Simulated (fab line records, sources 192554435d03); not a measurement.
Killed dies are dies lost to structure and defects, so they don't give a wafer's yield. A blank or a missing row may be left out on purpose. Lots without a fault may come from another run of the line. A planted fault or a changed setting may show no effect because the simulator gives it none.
A struck lot beside a sound one | flow n5_finfet | 16 steps out of a route of 1938
Sound: wafers L909.1, L909.2, L909.6. Struck: wafer L914.1. (L914.2, L914.3 of the same lot were not struck and are left out.) The cause comes at the end.
At each step with rows: each side's tool, then ch and its chambers, then its first start. Under that, the readings that differ: sound wafers | struck wafers | difference of the means | sigmas: that difference in standard deviations of wafers without a fault.
alike: readings whose means differ by less than 2 such deviations, and words and numbers that are the same on both sides. not compared: withheld readings, readings that some wafer has no value for, bounds like >300 that may hide the same value, and numbers for which the record gives no deviation and whose values overlap.
The two part at a step that has a row with sigmas, a row that says differs or no value, or rows on one side only. Numbers that don't overlap but have no deviation are shown without sigmas and don't part them. A reading that every wafer of one side lacks parts them only if that side has two wafers or more.

N5_BEOL_M1_SURFACE_TREAT_85:
  sound on pvd_sputter-01, day 6 04:11; struck on pvd_sputter-02, day 7 06:11
  not compared: throttle_valve_pct
then, 3 steps without rows for these wafers: N5_BEOL_M1_CVD_47 (deposits Co from CCTBA/H2, target thk 3 nm, time 223.8 s); N5_BEOL_M1_SPUTTER_48 (material Cu, target thk 4.5 nm, time 8.29 s); N5_BEOL_M1_ANNEAL_49 (time 240 s).
N5_BEOL_M1_SPUTTER_79: material Cu, target thk 4.5 nm, time 8.29 s.
  sound on pvd_sputter-03, day 6 04:40; struck on pvd_sputter-03, day 7 06:38
  reading                | sound          | struck | difference | sigmas
  throttle_valve_pct (%) | 30.4 29.0 30.1 | 27.2   | -2.6       | -2
  alike: chamber_pressure_pa
then, 1 step without rows for these wafers: N5_BEOL_M1_ANNEAL_80 (time 240 s).
N5_BEOL_M1_SPUTTER_81: material Cu, target thk 4.5 nm, time 8.29 s.
  sound on pvd_sputter-03, day 6 04:53; struck on pvd_sputter-03, day 7 06:51
  reading                | sound          | struck | difference | sigmas
  throttle_valve_pct (%) | 30.3 28.6 30.2 | 27.3   | -2.4       | -2
  alike: chamber_pressure_pa
then, 4 steps without rows for these wafers: N5_BEOL_M1_ANNEAL_82 (time 240 s); N5_BEOL_M1_SPUTTER_86 (material Cu, target thk 4.5 nm, time 8.29 s); N5_BEOL_M1_ANNEAL_87 (time 240 s); N5_BEOL_M1_SPUTTER_88 (material Cu, target thk 4.5 nm, time 8.29 s).
N5_BEOL_M1_ANNEAL_89: time 240 s.
  sound on pvd_sputter-03, day 6 05:24; struck on pvd_sputter-03, day 7 07:22
  alike: heater_power_w, susceptor_temp_C_max
N5_BEOL_M1_SPUTTER_90: material Cu, target thk 4.5 nm, time 8.29 s.
  sound on pvd_sputter-03, day 6 05:32; struck on pvd_sputter-03, day 7 07:31
  reading                  | sound                   | struck  | difference | sigmas
  chamber_pressure_pa (Pa) | 0.07014 0.07005 0.06975 | 0.05878 | -0.01120   | -75
  alike: throttle_valve_pct
N5_BEOL_M1_ANNEAL_91: time 240 s.
  sound on pvd_sputter-03, day 6 05:37; struck on pvd_sputter-03, day 7 07:35
  alike: heater_power_w, susceptor_temp_C_max
N5_BEOL_M4_RC_MEAS_101:
  sound on prober-02 ch 0, day 7 16:16; struck on prober-02 ch 0, day 8 17:54
  alike: DIBL_N, DIBL_P, IOFF_N, IOFF_P, ION_N, ION_P, SS_N, SS_P, VT_N, VT_P
-- the record jumps here: 4 days lie between the struck wafers' starts before and after (it left off in module BEOL_M4 and takes up again in module PASSIVATION, whose first step shown is number 1936 of the route) --
N5_PASSIVATION_PROBE_49:
  sound on prober-02, day 11 23:57; struck on prober-01, day 13 05:07
  alike: defect_limited_yield, killed_at_M0_to_M3, killed_at_M4_up, killed_at_contacts, killed_at_front_end, killed_at_other, killed_dies, killed_open, killed_short, sort_bin_4_leakage, sort_bin_5_function, sort_bin_6_memory, sort_n_pass, sort_yield_pct

WHERE THEY PART
First at N5_BEOL_M1_SPUTTER_79; last, within this record, at N5_BEOL_M1_SPUTTER_90. Later steps at which nothing parts them and some readings are alike: N5_BEOL_M1_ANNEAL_91, N5_BEOL_M4_RC_MEAS_101, N5_PASSIVATION_PROBE_49.

WHY: what the simulator had put in
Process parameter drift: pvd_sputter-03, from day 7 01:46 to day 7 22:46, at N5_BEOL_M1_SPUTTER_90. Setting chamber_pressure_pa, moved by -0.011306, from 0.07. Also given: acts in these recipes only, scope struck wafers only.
